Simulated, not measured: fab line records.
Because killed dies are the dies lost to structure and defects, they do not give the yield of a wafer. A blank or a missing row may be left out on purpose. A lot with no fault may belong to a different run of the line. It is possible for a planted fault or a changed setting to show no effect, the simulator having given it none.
Matching of chambers :: flow nand-harc :: NHARC_A_CHANNEL_HOLE_D2_DEP_01 on pecvd-01: 3 sister chambers
The step deposits SiON, target thk 140 nm. 3 wafers are shown with their chamber, then 12 later ones without.

## WAFERS PAIRED WITH THEIR CHAMBERS
wafer: L088.4
chamber: 0
heater-power-w (W): 718

wafer: L090.3
chamber: 1
heater-power-w (W): 777

wafer: L090.4
chamber: 2
heater-power-w (W): 766

## WAFERS WITHOUT THEIR CHAMBER
wafer: L089.1
heater-power-w (W): 813

wafer: L089.2
heater-power-w (W): 767

wafer: L089.3
heater-power-w (W): 885

wafer: L092.1
heater-power-w (W): 751

wafer: L092.2
heater-power-w (W): 811

wafer: L092.4
heater-power-w (W): 804

wafer: L091.1
heater-power-w (W): 666

wafer: L091.3
heater-power-w (W): 723

wafer: L091.5
heater-power-w (W): 677

wafer: L097.1
heater-power-w (W): 838

wafer: L097.5
heater-power-w (W): 669

wafer: L097.6
heater-power-w (W): 650

## EACH ONE'S CHAMBER
wafer: L089.1
from the rows above: can't be placed: 1 or 2 or 0
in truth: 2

wafer: L089.2
from the rows above: can't be placed: 2 or 1 or 0
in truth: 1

wafer: L089.3
from the rows above: can't be placed: 1 or 2 or 0
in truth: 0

wafer: L092.1
from the rows above: can't be placed: 2 or 1 or 0
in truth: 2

wafer: L092.2
from the rows above: can't be placed: 1 or 2 or 0
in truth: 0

wafer: L092.4
from the rows above: can't be placed: 1 or 2 or 0
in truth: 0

wafer: L091.1
from the rows above: can't be placed: 0 or 2 or 1
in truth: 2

wafer: L091.3
from the rows above: can't be placed: 0 or 2 or 1
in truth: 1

wafer: L091.5
from the rows above: can't be placed: 0 or 2 or 1
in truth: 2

wafer: L097.1
from the rows above: can't be placed: 1 or 2 or 0
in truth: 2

wafer: L097.5
from the rows above: can't be placed: 0 or 2 or 1
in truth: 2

wafer: L097.6
from the rows above: can't be placed: 0 or 2 or 1
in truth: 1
Correct placement for 0 of the 12. Unplaceable from these rows: 12, with the true chamber sitting among the candidates in 12. Wrongly placed: 0.
How it was worked out, from the rows above alone: a wafer's distance from a chamber is the root of the sum, over the readings, of the square of ((its reading less the chamber's mean) divided by the reading's scatter). The wafer belongs to the nearest chamber; if the next one is less than 2 further off, it can't be placed. The mean given for a chamber averages the wafers shown for that chamber. The scatter: root of mean squared gap, hidden wafer to nearest shown wafer, with one shown wafer a chamber.
